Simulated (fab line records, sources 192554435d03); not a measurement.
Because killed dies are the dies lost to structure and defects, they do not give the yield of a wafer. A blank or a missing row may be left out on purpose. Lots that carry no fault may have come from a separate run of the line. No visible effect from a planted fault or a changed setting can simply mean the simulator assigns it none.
Struck lot and sound lot, side by side || flow n5Finfet || 20 out of 1938 route steps
Sound: wafers L587.1, L587.2, L587.4. Struck: wafers L596.1, L596.2, L596.3. The cause is given at the end.
Each step with rows lists, per side, the tool, then ch with its chambers, then its first start. Under that, the readings that differ: sound wafers || struck wafers || difference of the means || sigmas: that difference in standard deviations of wafers without a fault.
alike: a reading whose means differ by less than 2 such deviations, as well as words and numbers matching on both sides. not compared: withheld readings; readings where some wafer has no value; bounds like >300 that might hide an equal value; numbers whose values overlap and for which the record gives no deviation.
Wherever a step has rows on one side only, a row that says differs or no value, or a row with sigmas, the two part there. Numbers that don't overlap but have no deviation are shown without sigmas and don't part them. A reading that every wafer of one side lacks parts them only if that side has two wafers or more.

first, 1 step without rows for these wafers: N5_SD_EPI_N_EPI_21 (deposits Si:P, time 690 s).
N5_SD_EPI_N_EPI_MEAS_23:
  sound: filmMetro-01 at day 5 11:41; struck: filmMetro-02 at day 7 21:25
  alike: thkNm
then, 3 steps without rows for these wafers: N5_SD_EPI_N_PRECLEAN_24 (cleans in O3/DIW, time 60 s); N5_SD_EPI_N_SRD_25 (time 30 s); N5_SD_EPI_N_PRECLEAN_49 (cleans in NF3:NH3, afs cycles 1, time 20 s, sublimation time 60 s).
N5_SD_EPI_N_LINER_46: material SiNx, target thk 3 nm.
  sound on aldSin-02 ch 0,2,3, day 5 11:59; struck on aldSin-01 ch 0,2,3, day 7 21:54
{"reading": "sinceWetCleanH (h)", "sound": "205 205 205", "struck": "158 158 158", "difference": -47, "sigmas": ""}
  alike: heaterPowerW
N5_SD_EPI_N_INSPECT_26: inspects for defects (darkfield).
  sound: defectInspect-02 at day 5 12:14; struck: defectInspect-02 at day 7 22:09
  alike: rawDefectCount
then, 5 steps without rows for these wafers: N5_SD_EPI_P_COAT_34 (time 60 s, resist thk 350 nm); N5_SD_EPI_P_COAT_35 (time 60 s, resist thk 35 nm); N5_SD_EPI_P_COAT_03 (resist thk 150 nm); N5_SD_EPI_P_EBR_05; N5_SD_EPI_P_SOFTBAKE_04 (time 60 s).
N5_SD_EPI_P_EXPOSE_06: exposes mask SD P BLK, target cd 240 nm.
  sound on arfiScanner-03 ch 0, day 5 12:31; struck on arfiScanner-03 ch 0, day 7 22:26
{"reading": "model.SD_EPI_P.overlayXNm (nm)", "sound": "0.6 0.6 0.6", "struck": "67.6 67.6 67.6", "difference": "+67.0", "sigmas": ""}
  alike: mask
then, 2 steps without rows for these wafers: N5_SD_EPI_P_PEB_07 (peb time 60 s); N5_SD_EPI_P_DEVELOP_08 (develop time 30 s).
N5_SD_EPI_P_CD_MEAS_09 targets a cd of 240 nm.
  sound on cdSem-02 ch 0, day 5 12:38; struck on cdSem-02 ch 0, day 7 22:33
  alike: cdNm
N5_SD_EPI_P_OVL_MEAS_10:
  sound on overlay-02 ch 0, day 5 12:40; struck on overlay-02 ch 0, day 7 22:35
{"reading": "SD_P_BLK_OVL (nm)", "sound": "0.7 1.5 0.6", "struck": "86.4 86.8 87.3", "difference": "+85.9", "sigmas": "+99 or more"}
N5_SD_EPI_P_INSPECT_11: inspects for defects (macro).
  sound: defectInspect-01 at day 5 12:41; struck: defectInspect-01 at day 7 22:37
  alike: rawDefectCount
-- here the record skips 5 days between the struck wafers' starts before and after, leaving off in module SD_EPI_P and picking up in module BEOL_M4 (first step shown: number 1111 of the route) --
N5_BEOL_M4_RC_MEAS_101:
  sound on prober-02 ch 0, day 10 06:02; struck on prober-01 ch 0, day 12 18:42
{"reading": "VT_N (mV)", "sound": "246.1 249.6 246.6", "struck": "254.3 255.6 254.6", "difference": "+7.4", "sigmas": "+3"}
  alike: DIBL_N, DIBL_P, IOFF_N, IOFF_P, ION_N, ION_P, SS_N, SS_P, VT_P
N5_PASSIVATION_PROBE_49:
  the record has rows for the sound wafers here (prober-02, day 14 11:37) and none for the struck ones

## WHERE THEY PART
Last at N5_PASSIVATION_PROBE_49 as far as this record goes, first at N5_SD_EPI_P_OVL_MEAS_10.

WHY: what had been put in by the simulator
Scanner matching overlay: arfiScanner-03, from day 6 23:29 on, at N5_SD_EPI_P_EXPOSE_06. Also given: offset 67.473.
